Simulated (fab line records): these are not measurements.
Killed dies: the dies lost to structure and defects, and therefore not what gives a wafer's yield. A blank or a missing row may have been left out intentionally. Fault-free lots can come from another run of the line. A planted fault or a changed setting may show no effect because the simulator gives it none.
A struck lot beside a sound one | flow n5Finfet | 14 steps out of a route of 1938
Sound: wafers L504.3, L504.4, L504.5. Wafers L518.4, L518.6 were the ones struck. Last of all comes the cause.
At each step with rows: each side's tool, then ch and its chambers, then its first start. Under that, the readings that differ: sound wafers | struck wafers | difference of the means | sigmas: that difference in standard deviations of wafers without a fault.
alike: readings whose means differ by less than 2 such deviations, and words and numbers that are the same on both sides. not compared: withheld readings, readings that some wafer has no value for, bounds like >300 that may hide the same value, and numbers for which the record gives no deviation and whose values overlap.
The two part at a step that has a row with sigmas, a row that says differs or no value, or rows on one side only. When numbers do not overlap yet have no deviation, they are printed without sigmas and do not part them. Lack of a reading on every wafer of one side parts them only where that side has two or more wafers.

first, 3 steps without rows for these wafers: N5_BEOL_M9_EXPOSE_25 (exposes mask V8); N5_BEOL_M9_PEB_26 (peb time 60 s); N5_BEOL_M9_DEVELOP_27 (develop time 30 s).
N5_BEOL_M9_CD_MEAS_28: target cd 70 nm.
  sound on cdSem-01 ch 0, day 11 11:38; struck on cdSem-03 ch 0, day 15 11:54
  alike: cdNm
N5_BEOL_M9_OVL_MEAS_29:
  sound on overlay-02 ch 0, day 11 11:40; struck on overlay-02 ch 0, day 15 11:56
  alike: V8_OVL
N5_BEOL_M9_INSPECT_30: inspects for defects (brightfield).
  sound on defectInspect-01 at day 11 11:43; struck on defectInspect-01 at day 15 11:59
  alike: rawDefectCount
N5_BEOL_M9_DESCUM_33: chemistry O2, time 7 s.
  sound on rieDiel-01 ch 0,2,3, day 11 11:46; struck on rieDiel-04 ch 0,1, day 15 12:19
  alike: drypumpMotorCurrentA, oesProductAu, rfVppV, showerheadPlenumPTorr, throttleValvePct
  not compared: rfHoursCounterH
N5_BEOL_M9_ETCH_76: etches underlayer in N2/H2, target depth 6.5 nm, time 5.2 s.
  sound on rieDiel-01 ch 0,2,3, day 11 11:48; struck on rieDiel-04 ch 0,1, day 15 12:21
  alike: drypumpMotorCurrentA, etchRfOnTimeS, oesProductAu, rfVppV, showerheadPlenumPTorr, throttleValvePct
  not compared: rfHoursCounterH
N5_BEOL_M9_ETCH_65: etches SiARC in CF4, target depth 15.6 nm, time 26 s.
  sound on rieDiel-01 ch 0,2,3, day 11 11:49; struck on rieDiel-04 ch 0,1, day 15 12:22
  alike: drypumpMotorCurrentA, etchRfOnTimeS, oesProductAu, rfVppV, showerheadPlenumPTorr, throttleValvePct
  not compared: rfHoursCounterH
N5_BEOL_M9_ETCH_66: etches SOC in N2/H2, target depth 80 nm, overetch 16 nm, time 120 s.
  sound on rieDiel-01 ch 0,2,3, day 11 11:50; struck on rieDiel-04 ch 0,1, day 15 12:23
  alike: drypumpMotorCurrentA, oesProductAu, rfVppV, showerheadPlenumPTorr, throttleValvePct
  not compared: rfHoursCounterH
then, 2 steps without rows for these wafers: N5_BEOL_M9_STRIP_69 (strips in N2/H2); N5_BEOL_M9_STRIP_77 (strips in N2/H2).
N5_BEOL_M9_VIA_ETCH_34: etches SiCOH lowk in C4F6/O2, target depth 182.4 nm, time 68.4 s.
  sound on rieDiel-01 ch 0,2,3, day 11 11:56; struck on rieDiel-04 ch 0,1, day 15 12:29
reading                                 | sound             | struck    | difference | sigmas
oesProductAu (a.u.)                     | 0.89 0.74 0.74    | 0.87 1.17 | +0.23      | +3
model.etch.depthNm (nm)                 | 185.2 187.5 178.2 | 232.2 246 | +55.5      | 
model.SOC_of_BEOL_M9_COAT_63.thkNm (nm) | 50.8 50.6 51.6    | 49 48     | -2         | 
  alike: O2_flow_sccm, drypumpMotorCurrentA, oes_f_703_au, oes_o_777_au, rfVppV, showerheadPlenumPTorr, throttleValvePct
  not compared: rfHoursCounterH
then, 1 step without rows for these wafers: N5_BEOL_M9_STRIP_73 (strips in C4F6/O2).

WHERE THEY PART
N5_BEOL_M9_VIA_ETCH_34 only, going by this record.

WHY: what the simulator had put in
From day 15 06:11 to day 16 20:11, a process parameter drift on rieDiel-04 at N5_BEOL_M9_VIA_ETCH_34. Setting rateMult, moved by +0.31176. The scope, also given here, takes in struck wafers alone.
